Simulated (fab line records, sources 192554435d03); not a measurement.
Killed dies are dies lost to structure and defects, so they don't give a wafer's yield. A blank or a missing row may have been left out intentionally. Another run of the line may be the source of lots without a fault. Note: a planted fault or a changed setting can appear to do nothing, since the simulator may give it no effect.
Comparing a struck lot with a sound one ; flow n5-finfet ; 27 steps out of a route of 1938
Sound: wafers L887.2, L887.3, L887.6. Struck: wafers L896.1, L896.3, L896.4. The cause is named last.
Each step with rows lists, per side, the tool, then ch with its chambers, then its first start. Under that, the readings that differ: sound wafers ; struck wafers ; difference of the means ; sigmas: that difference in standard deviations of wafers without a fault.
alike: a reading whose means differ by less than 2 such deviations, as well as words and numbers matching on both sides. not compared: withheld readings; readings where some wafer has no value; bounds like >300 that might hide an equal value; numbers whose values overlap and for which the record gives no deviation.
The two part at a step that has a row with sigmas, a row that says differs or no value, or rows on one side only. Non-overlapping numbers with no deviation appear without sigmas and do not part them. A reading that every wafer of one side lacks parts them only if that side has two wafers or more.

N5_BEOL_M6_SPUTTER_48: material Cu, target thk 10 nm, time 1.667 s.
  struck on pvd-sputter-03, day 11 01:28; sound on pvd-sputter-02, day 8 21:32
  alike: bias-v, throttle-valve-pct
then, 3 steps without rows for these wafers: N5_BEOL_M6_ECD_50 (material Cu, target thk 300 nm); N5_BEOL_M6_ANNEAL_51 (time 90 s); N5_BEOL_M6_CMP_52 (polishes, stops on SiCOH lowk, t overpolish 6.9 s, target thk 80 nm).
N5_BEOL_M6_THK_MEAS_53: measures by xrf.
  struck on film-metro-02, day 11 02:16; sound on film-metro-01, day 8 22:32
  alike: M6_THK
then, 2 steps without rows for these wafers: N5_BEOL_M6_PRE_CLEAN_55 (time 15 s); N5_BEOL_M6_DEP_56 (deposits SiCN from 3MS/NH3, target thk 10 nm, time 17.5 s).
N5_BEOL_M6_RS_MEAS_57: the measuring method here is four-point-probe.
  struck on film-metro-01, day 11 02:26; sound on film-metro-01, day 8 22:40
  alike: M6_RS
N5_BEOL_M6_INSPECT_58: inspects for defects (darkfield).
  struck on defect-inspect-02, day 11 02:28; sound on defect-inspect-02, day 8 22:41
  alike: raw-defect-count
N5_BEOL_M7_ILD_DEP_00: deposits SiCOH lowk from DEMS/porogen, target thk 179.75 nm, time 33.4 s.
  sound on pecvd-03 ch 1,2, day 8 22:43; struck on pecvd-03 ch 0,2, day 11 02:30
  alike: heater-power-w, showerhead-plenum-p-Torr, throttle-valve-pct
N5_BEOL_M7_CURE_74: cures SiCOH lowk, time 240 s.
  sound on uv-cure-03 ch 0, day 8 22:52; struck on uv-cure-02 ch 2, day 11 02:34
  alike: lamp-power-pct, wafer_temp_C_max
N5_BEOL_M7_THK_MEAS_01:
  struck on film-metro-02, day 11 03:34; sound on film-metro-02, day 8 23:18
  alike: M7_ILD_THK
N5_BEOL_M7_PECVD_70: deposits SiO2 from TEOS/O2, target thk 20 nm, time 22.7 s.
  sound on pecvd-01 ch 0,1,2, day 8 23:20; struck on pecvd-04 ch 0,1, day 11 03:35
  alike: heater-power-w, showerhead-plenum-p-Torr, throttle-valve-pct
N5_BEOL_M7_HM_DEP_02: deposits TiN, target thk 20 nm.
  struck on pvd-sputter-02, day 11 05:49; sound on pvd-sputter-03, day 9 02:16
  alike: throttle-valve-pct
then, 8 steps without rows for these wafers: N5_BEOL_M7_COAT_59 (time 60 s, resist thk 100 nm); N5_BEOL_M7_COAT_60 (time 60 s, resist thk 35 nm); N5_BEOL_M7_COAT_05 (resist thk 90 nm); N5_BEOL_M7_EBR_07; N5_BEOL_M7_SOFTBAKE_06 (time 60 s); N5_BEOL_M7_EXPOSE_08 (exposes mask M7); N5_BEOL_M7_PEB_09 (peb time 60 s); N5_BEOL_M7_DEVELOP_10 (develop time 30 s).
N5_BEOL_M7_CD_MEAS_11: target cd 38.5 nm.
  sound on cd-sem-02 ch 0, day 9 02:38; struck on cd-sem-02 ch 0, day 11 06:12
  alike: cd-nm
N5_BEOL_M7_OVL_MEAS_12:
  sound on overlay-01 ch 0, day 9 02:40; struck on overlay-01 ch 0, day 11 06:14
  alike: M7_OVL
N5_BEOL_M7_INSPECT_13: inspects for defects (brightfield).
  struck on defect-inspect-02, day 11 06:15; sound on defect-inspect-01, day 9 02:41
reading;sound;struck;difference;sigmas
raw-defect-count;314 386 317;794 816 778;+457;+6
N5_BEOL_M7_DESCUM_16: chemistry O2, time 7.9 s.
  sound on rie-diel-04 ch 0,1,3, day 9 02:44; struck on rie-diel-04 ch 0,2,3, day 11 06:17
  alike: drypump-motor-current-A, oes-product-au, rf-vpp-V, showerhead-plenum-p-Torr, throttle-valve-pct
  not compared: rf-hours-counter-h
-- the record jumps here: 4 days lie between the struck wafers' starts before and after (it left off in module BEOL_M7 and takes up again in module PASSIVATION, whose first step shown is number 1936 of the route) --
N5_PASSIVATION_PROBE_49:
  struck on prober-01, day 15 03:40; sound on prober-02, day 12 08:00
reading;sound;struck;difference;sigmas
defect-limited-yield (%);91.4 89.5 90.9;84.3 82.9 82.4;-7.4;-5
killed_at_M4_up;13 19 8;90 100 100;+83;+15
killed-dies;102 124 107;185 202 208;+87;+5
killed-on-rim;13 17 11;35 37 31;+21;+5
sort_bin_5_function (%);4.8 6.2 5.4;10.4 10.0 12.0;+5.3;+5
sort-n-pass;1078 1056 1073;995 978 972;-87;-5
sort-yield-pct (%);91.4 89.5 90.9;84.3 82.9 82.4;-7.4;-5
  alike: killed_at_M0_to_M3, killed-at-contacts, killed-at-front-end, killed-at-other, killed-open, killed-short, sort_bin_6_memory

WHERE THEY PART
At N5_BEOL_M7_INSPECT_13 first; at N5_PASSIVATION_PROBE_49 last (within this record only).

WHY: what had been put in by the simulator
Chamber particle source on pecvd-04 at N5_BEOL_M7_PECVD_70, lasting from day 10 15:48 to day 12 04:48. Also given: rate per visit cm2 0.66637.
